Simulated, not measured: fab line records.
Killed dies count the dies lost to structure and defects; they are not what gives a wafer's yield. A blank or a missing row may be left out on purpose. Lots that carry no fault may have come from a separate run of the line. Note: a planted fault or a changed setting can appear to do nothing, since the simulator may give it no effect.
Chamber matching | flow n5 finfet | rie diel-02 running N5_BEOL_M5_DESCUM_16: 4 sister chambers
The step chemistry O2, time 7 s. 14 wafers are shown with their chamber, then 7 later ones without.

== EACH WAFER AND ITS CHAMBER ==
wafer  | chamber | showerhead plenum p Torr (Torr) | drypump motor current A (A) | throttle valve pct (%)
L074.1 | 3       | 2.14                            | 6.3                         | 20.18
L074.4 | 0       | 2.09                            | 5.7                         | 20.60
L074.5 | 1       | 1.93                            | 5.7                         | 19.93
L080.3 | 0       | 2.09                            | 5.7                         | 20.63
L080.5 | 1       | 1.92                            | 5.7                         | 19.95
L080.6 | 2       | 2.06                            | 5.1                         | 19.98
L081.2 | 1       | 1.92                            | 5.7                         | 19.95
L081.3 | 0       | 2.09                            | 5.7                         | 20.63
L081.4 | 2       | 2.06                            | 5.2                         | 19.96
L085.1 | 1       | 1.92                            | 5.7                         | 19.98
L085.3 | 2       | 2.06                            | 5.2                         | 19.99
L085.5 | 0       | 2.09                            | 5.7                         | 20.64
L086.2 | 3       | 2.13                            | 6.3                         | 19.84
L086.3 | 1       | 1.92                            | 5.7                         | 19.95

SIGNATURES, as means of the wafers listed above
reading                  | chamber 0 | chamber 1 | chamber 2 | chamber 3 | scatter within a chamber
showerhead plenum p Torr | 2.0900    | 1.9220    | 2.0600    | 2.1350    | 0.00361
drypump motor current A  | 5.700     | 5.700     | 5.167     | 6.300     | 0.0258
throttle valve pct       | 20.6250   | 19.9520   | 19.9767   | 20.0100   | 0.0777
Rule: for each reading, subtract the chamber's mean from the wafer's reading, divide by that reading's scatter and square the result; add these up over the readings and take the root, which gives the wafer's distance from the chamber. If the next closest chamber is less than 2 further off than the closest, the wafer can't be placed; otherwise it belongs to the closest. The scatter is the square root of a quotient: the sum, over the shown wafers, of each reading's squared deviation from its chamber's mean, divided by wafers minus chambers.

== WAFERS WHOSE CHAMBER IS MISSING ==
wafer  | showerhead plenum p Torr (Torr) | drypump motor current A (A) | throttle valve pct (%)
L086.6 | 2.09                            | 5.7                         | 20.65
L088.1 | 2.08                            | 5.7                         | 20.66
L088.4 | 1.92                            | 5.7                         | 19.99
L088.6 | 2.08                            | 5.7                         | 20.65
L095.3 | 1.92                            | 5.7                         | 19.98
L095.4 | 2.08                            | 5.7                         | 20.66
L095.6 | 2.06                            | 5.2                         | 20.00

== WHICH CHAMBER EACH WENT THROUGH ==
wafer  | from the rows above | in truth
L086.6 | 0                   | 0
L088.1 | 0                   | 0
L088.4 | 1                   | 1
L088.6 | 0                   | 0
L095.3 | 1                   | 1
L095.4 | 0                   | 0
L095.6 | 2                   | 2
7 of 7 placed correctly. From these rows, 0 cannot be placed. 0 placed wrongly.
